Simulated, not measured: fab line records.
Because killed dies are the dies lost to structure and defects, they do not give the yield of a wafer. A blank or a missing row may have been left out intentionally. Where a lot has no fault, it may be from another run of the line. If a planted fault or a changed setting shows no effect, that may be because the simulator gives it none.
Which of the tools did it? | flow n5-finfet | Sampling: 11 lots, 33 wafers, 4 of 1938 route steps

WHAT EACH GAUGE READ, for each wafer
N5_BEOL_M9_CD_MEAS_11: the cd target is 64.1 nm.
lot  | measured     | on        | cd-nm (nm)
L209 | day 11 08:19 | cd-sem-01 | 64.1 64.1 64.8
L210 | day 12 19:17 | cd-sem-03 | 63.5 64.3 64.1
L211 | day 13 04:29 | cd-sem-02 | 64.2 63.8 64.1
L215 | day 14 05:10 | cd-sem-01 | 63.8 64.0 63.4
L216 | day 15 01:59 | cd-sem-02 | 63.8 64.6 63.8
L222 | day 16 04:37 | cd-sem-03 | 63.9 64.6 64.6
L224 | day 16 04:46 | cd-sem-01 | 64.6 64.7 64.7
L227 | day 16 04:56 | cd-sem-01 | 64.1 64.0 64.4
L226 | day 16 08:13 | cd-sem-03 | 63.9 64.3 65.0
L225 | day 17 05:07 | cd-sem-02 | 64.1 63.1 63.5
L228 | day 17 07:44 | cd-sem-03 | 63.3 63.6 63.6

WHICH TOOL RAN EACH LOT (tool, then ch and the chambers of the sampled wafers, then the start)
lot  | N5_BEOL_M8_SPUTTER_48        | N5_BEOL_M8_ANNEAL_51             | N5_BEOL_M9_PECVD_70
L209 | pvd-sputter-03, day 11 04:20 | rtp-anneal-02 ch 0, day 11 04:38 | pecvd-03 ch 0,2, day 11 06:31
L210 | pvd-sputter-03, day 12 14:01 | rtp-anneal-02 ch 0, day 12 14:16 | pecvd-04 ch 0,1,2, day 12 15:41
L211 | pvd-sputter-03, day 13 00:53 | rtp-anneal-01 ch 0, day 13 01:47 | pecvd-04 ch 0,1,2, day 13 03:13
L215 | pvd-sputter-02, day 14 02:56 | rtp-anneal-02 ch 0, day 14 03:17 | pecvd-02 ch 0,1,2, day 14 04:38
L216 | pvd-sputter-01, day 14 18:49 | rtp-anneal-01 ch 0, day 14 19:04 | pecvd-03 ch 0,1, day 14 20:26
L222 | pvd-sputter-02, day 15 23:09 | rtp-anneal-02 ch 0, day 15 23:27 | pecvd-03 ch 0,2, day 16 00:49
L224 | pvd-sputter-02, day 15 23:21 | rtp-anneal-01 ch 0, day 15 23:43 | pecvd-03 ch 0,2, day 16 01:11
L227 | pvd-sputter-01, day 15 23:33 | rtp-anneal-02 ch 0, day 15 23:54 | pecvd-04 ch 0,1,2, day 16 01:19
L226 | pvd-sputter-02, day 16 05:34 | rtp-anneal-01 ch 0, day 16 05:58 | pecvd-02 ch 0,1,2, day 16 07:19
L225 | pvd-sputter-03, day 17 01:19 | rtp-anneal-02 ch 0, day 17 01:47 | pecvd-04 ch 0,1,2, day 17 04:41
L228 | pvd-sputter-01, day 17 03:38 | rtp-anneal-02 ch 0, day 17 03:53 | pecvd-02 ch 0,2, day 17 06:43
- N5_BEOL_M8_SPUTTER_48: material Cu, target thk 10 nm, time 1.667 s.
- N5_BEOL_M8_ANNEAL_51: time 90 s.
- N5_BEOL_M9_PECVD_70: deposits SiO2 from TEOS/O2, target thk 20 nm, time 22.7 s.

THE ANSWER, worked out from the rows above alone
Rule: usual is defined by the lots themselves. The widest of any qualifying gaps counts: lots, ordered by their means at a reading, are off when they make up no more than a third of the lots, leave a main group of 4 or more, and stand apart from it by 3 or more times the standard deviation of that group's means. Not used: any main group whose means are identical at the precision the tables above print for the reading. Also off: a lot with no number at a reading for which 4 or more lots have one. All remaining lots with rows at the step are treated as sound.
None of the lots is off at any reading shown; this tells nothing.

WHAT THE SIMULATOR HAD PUT IN
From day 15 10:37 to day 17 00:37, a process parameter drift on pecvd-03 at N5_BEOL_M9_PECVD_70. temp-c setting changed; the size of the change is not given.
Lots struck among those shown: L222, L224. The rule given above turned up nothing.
